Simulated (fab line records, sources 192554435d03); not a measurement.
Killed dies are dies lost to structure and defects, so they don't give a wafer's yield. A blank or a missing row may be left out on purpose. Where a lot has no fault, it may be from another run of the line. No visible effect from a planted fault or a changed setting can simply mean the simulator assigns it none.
Matching of chambers / flow n5Finfet / cvdCo-01 running N5_BEOL_M0_PRE_CLEAN_131: 3 sister chambers
The step time 15 s. 24 wafers are shown with their chamber, then 12 later ones without.

WAFERS WITH THEIR CHAMBER
wafer=L077.2; chamber=2; heaterPowerW (W)=88; rfFwdPowerW (W)=295.6
wafer=L077.4; chamber=2; heaterPowerW (W)=89; rfFwdPowerW (W)=295.1
wafer=L077.5; chamber=1; heaterPowerW (W)=110; rfFwdPowerW (W)=297.7
wafer=L081.2; chamber=2; heaterPowerW (W)=87; rfFwdPowerW (W)=295.9
wafer=L081.3; chamber=0; heaterPowerW (W)=83; rfFwdPowerW (W)=297.4
wafer=L081.5; chamber=0; heaterPowerW (W)=83; rfFwdPowerW (W)=298.0
wafer=L082.1; chamber=0; heaterPowerW (W)=83; rfFwdPowerW (W)=295.4
wafer=L082.4; chamber=1; heaterPowerW (W)=111; rfFwdPowerW (W)=296.5
wafer=L082.6; chamber=2; heaterPowerW (W)=87; rfFwdPowerW (W)=297.1
wafer=L084.1; chamber=1; heaterPowerW (W)=113; rfFwdPowerW (W)=296.7
wafer=L084.2; chamber=2; heaterPowerW (W)=92; rfFwdPowerW (W)=295.7
wafer=L084.4; chamber=0; heaterPowerW (W)=83; rfFwdPowerW (W)=296.1
wafer=L085.2; chamber=2; heaterPowerW (W)=90; rfFwdPowerW (W)=293.8
wafer=L085.5; chamber=2; heaterPowerW (W)=86; rfFwdPowerW (W)=296.8
wafer=L085.6; chamber=0; heaterPowerW (W)=84; rfFwdPowerW (W)=297.3
wafer=L087.3; chamber=1; heaterPowerW (W)=113; rfFwdPowerW (W)=298.1
wafer=L087.4; chamber=1; heaterPowerW (W)=110; rfFwdPowerW (W)=297.3
wafer=L087.6; chamber=2; heaterPowerW (W)=89; rfFwdPowerW (W)=295.3
wafer=L090.3; chamber=2; heaterPowerW (W)=91; rfFwdPowerW (W)=296.4
wafer=L090.5; chamber=2; heaterPowerW (W)=90; rfFwdPowerW (W)=295.8
wafer=L090.6; chamber=0; heaterPowerW (W)=83; rfFwdPowerW (W)=296.9
wafer=L091.1; chamber=2; heaterPowerW (W)=91; rfFwdPowerW (W)=297.0
wafer=L091.4; chamber=1; heaterPowerW (W)=112; rfFwdPowerW (W)=297.6
wafer=L091.5; chamber=2; heaterPowerW (W)=89; rfFwdPowerW (W)=296.8

SIGNATURES, as means of the wafers listed above
reading=heaterPowerW; chamber 0=83.17; chamber 1=111.50; chamber 2=89.08; scatter within a chamber=1.5
reading=rfFwdPowerW; chamber 0=296.850; chamber 1=297.317; chamber 2=295.942; scatter within a chamber=0.885
Rule: a wafer's distance from a chamber is the root of the sum, over the readings, of the square of ((its reading less the chamber's mean) divided by the reading's scatter). The wafer belongs to the nearest chamber; if the next one is less than 2 further off, it can't be placed. How the scatter is found: for the shown wafers, subtract from each reading the mean of its chamber, square and add these, divide the total by (wafers less chambers), then take the root.

WAFERS WITH NO CHAMBER GIVEN
wafer=L092.1; heaterPowerW (W)=91; rfFwdPowerW (W)=295.5
wafer=L092.3; heaterPowerW (W)=84; rfFwdPowerW (W)=296.4
wafer=L092.6; heaterPowerW (W)=82; rfFwdPowerW (W)=297.4
wafer=L094.1; heaterPowerW (W)=85; rfFwdPowerW (W)=295.2
wafer=L094.2; heaterPowerW (W)=115; rfFwdPowerW (W)=298.0
wafer=L094.6; heaterPowerW (W)=84; rfFwdPowerW (W)=295.6
wafer=L096.1; heaterPowerW (W)=113; rfFwdPowerW (W)=298.3
wafer=L096.2; heaterPowerW (W)=91; rfFwdPowerW (W)=296.5
wafer=L096.6; heaterPowerW (W)=84; rfFwdPowerW (W)=295.8
wafer=L097.1; heaterPowerW (W)=83; rfFwdPowerW (W)=296.0
wafer=L097.3; heaterPowerW (W)=114; rfFwdPowerW (W)=297.5
wafer=L097.5; heaterPowerW (W)=114; rfFwdPowerW (W)=297.3

EACH ONE'S CHAMBER
wafer=L092.1; from the rows above=2; in truth=2
wafer=L092.3; from the rows above=0; in truth=0
wafer=L092.6; from the rows above=0; in truth=0
wafer=L094.1; from the rows above=can't be placed: 0 or 2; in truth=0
wafer=L094.2; from the rows above=1; in truth=1
wafer=L094.6; from the rows above=can't be placed: 0 or 2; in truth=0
wafer=L096.1; from the rows above=1; in truth=1
wafer=L096.2; from the rows above=2; in truth=2
wafer=L096.6; from the rows above=0; in truth=0
wafer=L097.1; from the rows above=0; in truth=0
wafer=L097.3; from the rows above=1; in truth=1
wafer=L097.5; from the rows above=1; in truth=1
Correctly placed: 10 of 12. From these rows, 2 cannot be placed; in 2 the true chamber is one of the candidates. Wrongly placed: 0.
